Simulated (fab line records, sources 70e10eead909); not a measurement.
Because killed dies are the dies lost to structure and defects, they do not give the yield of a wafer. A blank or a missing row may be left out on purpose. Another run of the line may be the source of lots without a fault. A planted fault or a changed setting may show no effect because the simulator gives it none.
Chamber matching / flow nand_harc / 3 sister chambers for NHARC_A_CONTACT_DEP_58 on pecvd-03
The step deposits SiON, target thk 90 nm. 6 wafers are shown with their chamber, then 12 later ones without.

WAFERS PAIRED WITH THEIR CHAMBERS
wafer=L087.3; chamber=2; heater_power_w (W)=565; rf_fwd_power_W (W)=348.8
wafer=L087.4; chamber=2; heater_power_w (W)=583; rf_fwd_power_W (W)=349.1
wafer=L087.2; chamber=1; heater_power_w (W)=673; rf_fwd_power_W (W)=350.3
wafer=L088.2; chamber=0; heater_power_w (W)=743; rf_fwd_power_W (W)=347.9
wafer=L088.5; chamber=0; heater_power_w (W)=726; rf_fwd_power_W (W)=351.1
wafer=L088.6; chamber=1; heater_power_w (W)=635; rf_fwd_power_W (W)=349.8

WAFERS MISSING THEIR CHAMBER
wafer=L088.1; heater_power_w (W)=644; rf_fwd_power_W (W)=348.9
wafer=L088.3; heater_power_w (W)=538; rf_fwd_power_W (W)=347.7
wafer=L088.4; heater_power_w (W)=544; rf_fwd_power_W (W)=348.2
wafer=L091.4; heater_power_w (W)=569; rf_fwd_power_W (W)=347.2
wafer=L091.5; heater_power_w (W)=678; rf_fwd_power_W (W)=349.8
wafer=L091.6; heater_power_w (W)=802; rf_fwd_power_W (W)=348.9
wafer=L092.1; heater_power_w (W)=561; rf_fwd_power_W (W)=349.2
wafer=L092.3; heater_power_w (W)=776; rf_fwd_power_W (W)=348.0
wafer=L092.5; heater_power_w (W)=781; rf_fwd_power_W (W)=348.3
wafer=L095.1; heater_power_w (W)=673; rf_fwd_power_W (W)=348.7
wafer=L095.4; heater_power_w (W)=594; rf_fwd_power_W (W)=348.2
wafer=L095.6; heater_power_w (W)=661; rf_fwd_power_W (W)=347.8

EACH ONE'S CHAMBER
wafer=L088.1; from the rows above=1; in truth=1
wafer=L088.3; from the rows above=2; in truth=2
wafer=L088.4; from the rows above=2; in truth=2
wafer=L091.4; from the rows above=2; in truth=2
wafer=L091.5; from the rows above=can't be placed: 1 or 0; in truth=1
wafer=L091.6; from the rows above=0; in truth=0
wafer=L092.1; from the rows above=2; in truth=2
wafer=L092.3; from the rows above=0; in truth=0
wafer=L092.5; from the rows above=0; in truth=0
wafer=L095.1; from the rows above=can't be placed: 1 or 0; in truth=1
wafer=L095.4; from the rows above=2; in truth=2
wafer=L095.6; from the rows above=1; in truth=1
Correctly placed: 10 of 12. Not placeable from these rows: 2 (in 2, the candidates include the true chamber). Number placed wrongly: 0.
How it was worked out, from the rows above alone: a wafer's distance from a chamber is the root of the sum, over the readings, of the square of ((its reading less the chamber's mean) divided by the reading's scatter). The wafer belongs to the nearest chamber; if the next one is less than 2 further off, it can't be placed. A chamber's mean is the mean of its shown wafers. The scatter: the root of (the sum of the squares of (reading less its chamber's mean) over the shown wafers, divided by (wafers less chambers)).
